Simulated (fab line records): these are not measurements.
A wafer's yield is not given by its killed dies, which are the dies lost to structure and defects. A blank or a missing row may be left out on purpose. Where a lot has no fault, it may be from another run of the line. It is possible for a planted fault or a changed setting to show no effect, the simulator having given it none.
Chamber matching	flow nandHarc	NHARC_A_M1_STRIP_19 on wetBench-08 has 7 sister chambers
The step strips in post etch residue remover, time 600 s. 7 wafers are shown with their chamber, then 7 later ones without.

== WAFERS PAIRED WITH THEIR CHAMBERS ==
wafer	chamber	runLengthS (s)
L818.5	7	603.9
L829.1	3	603.2
L829.6	2	602.2
L831.1	5	602.3
L831.3	6	601.6
L832.1	4	602.9
L832.2	0	601.7

== WAFERS WITH NO CHAMBER GIVEN ==
wafer	runLengthS (s)
L832.6	602.8
L834.1	601.0
L834.4	603.9
L834.5	603.1
L836.1	604.2
L836.2	602.6
L836.4	602.4

== WHICH CHAMBER EACH ONE RAN IN ==
wafer	from the rows above	in truth
L832.6	can't be placed: 4 or 3 or 5 or 2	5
L834.1	can't be placed: 6 or 0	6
L834.4	7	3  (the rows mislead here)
L834.5	can't be placed: 3 or 4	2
L836.1	7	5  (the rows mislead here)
L836.2	can't be placed: 4 or 5 or 2 or 3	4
L836.4	can't be placed: 5 or 2 or 4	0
0 of 7 placed correctly. Can't be placed from these rows: 5 (the true chamber is among the candidates in 3). 2 placed wrongly.
How it was worked out, from the rows above alone: a wafer's distance from a chamber is the root of the sum, over the readings, of the square of ((its reading less the chamber's mean) divided by the reading's scatter). If the next closest chamber is less than 2 further off than the closest, the wafer can't be placed; otherwise it belongs to the closest. Each chamber's mean is taken over the wafers shown for it. The scatter: root of mean squared gap, hidden wafer to nearest shown wafer, with one shown wafer a chamber.
